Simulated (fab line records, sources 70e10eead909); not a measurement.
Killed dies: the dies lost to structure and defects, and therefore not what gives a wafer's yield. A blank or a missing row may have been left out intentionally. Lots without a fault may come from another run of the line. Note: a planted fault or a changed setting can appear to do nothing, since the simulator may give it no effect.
8D (eight disciplines) problem report, filled in by code	flow nandHarc	the parts of the form that need people (team, actions taken, sign-off) are left out

1. WHAT IS WRONG
killedDies at NHARC_END_SORT_01 reads a mean of 677 on 3 wafers of 2 lots; wafers without a fault read 69 with a standard deviation of 19. Relative to the usual mean, that is a shift of +32 standard deviations.
Seen first at day 31 02:38 on prober-01, wafer L856.1. The record holds 6 wafers of 2 lots with a number at this step. By rule, "out" or "out of limits" means more than 4 standard deviations away from the usual mean. Any other wafer with a number is counted as sound.

2. WHAT IT IS AND WHAT IT IS NOT
question	is	is not
which readings at this step	killedDies, killedAtArray	killedOpen, killedShort
which lots	L856, L857	-
which wafers of those lots	L856.1, L856.6, L857.4	L856.2, L857.2, L857.5
read on which gauges	prober-01, prober-02	-
when	from day 31 02:38	up to then (0 sound wafers); but 3 sound wafers of L856, L857 came after

3. WHAT RULES OUT EACH SUSPECT
Counting: if a tool at a process step up to the reading ran every lot that is out, it stays a suspect. Sound lots after the first of them don't rule it out here, since some wafers of a struck lot are sound.
- the gauge at NHARC_END_SORT_01 has been ruled out. The wafers that are out were read on 2 gauges (prober-01, prober-02).
- pecvd-03 at NHARC_A_CONTACT_DEP_58 (deposits SiON, target thk 90 nm): kept. It ran every lot that is out, first L856 (day 28 09:02).
- rieDiel-04 at NHARC_A_CONTACT_DESCUM_74 (chemistry O2, time 3 s): kept. It ran every lot that is out, first L856 (day 28 09:55).
- rieDiel-04 at NHARC_A_CONTACT_ETCH_78 (etches the open film in O2/COS, target depth 5300 nm, time 1378 s): kept. It ran every lot that is out, first L856 (day 28 10:43). On those wafers its own readings are out: oesProductAu.
- harCapEtch-03 at NHARC_A_CONTACT_ETCH_125 (etches the open film in C4F8/O2/Ar, time 197 s, target depth 1918 nm): kept. It ran every lot that is out, first L856 (day 28 11:40).
Left after counting: pecvd-03 at NHARC_A_CONTACT_DEP_58, rieDiel-04 at NHARC_A_CONTACT_DESCUM_74, rieDiel-04 at NHARC_A_CONTACT_ETCH_78, harCapEtch-03 at NHARC_A_CONTACT_ETCH_125.

4. THE CAUSE (what the simulator had put in)
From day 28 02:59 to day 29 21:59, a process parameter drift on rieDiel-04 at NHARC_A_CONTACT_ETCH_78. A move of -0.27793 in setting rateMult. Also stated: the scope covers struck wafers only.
Counting left 4 suspects, and this tool is among them.

5. THE EFFECT CHAIN, in route order
Each row: a reading whose mean over the struck wafers that have a number lies more than 3 standard deviations from the usual. Scope: only readings with a usual standard deviation given in the record; hours: median across lots of the time from each lot's start at the first step in this table that gives one to its start at this step; sigmas: change in usual standard deviations.
hours	step	reading	usual	on struck wafers	change	sigmas
0	NHARC_A_CONTACT_ETCH_78	oesProductAu	0.997 a.u.	0.821	-0.176	-18
63	NHARC_END_SORT_01	killedAtArray	65	670	+605	+32
63	NHARC_END_SORT_01	killedDies	69	677	+608	+32
Process steps it contains:
- NHARC_A_CONTACT_ETCH_78: etches the open film in O2/COS, target depth 5300 nm, time 1378 s.

6. HOW IT WOULD HAVE BEEN CAUGHT EARLIER
Counted from the fault's start at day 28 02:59, it took 72 hours until the first out-of-limits reading at a measuring or inspecting step in this record, taken at day 31 02:38.
At NHARC_A_CONTACT_ETCH_78, the tool's own readings (oesProductAu) were out on each struck wafer the step has a row for, so an alarm limit on them would have fired on the first such wafer.
By day 31 02:38, every lot that is out (2) had started NHARC_A_CONTACT_ETCH_78 on rieDiel-04. A hold on the tool at that time would have spared none of them.
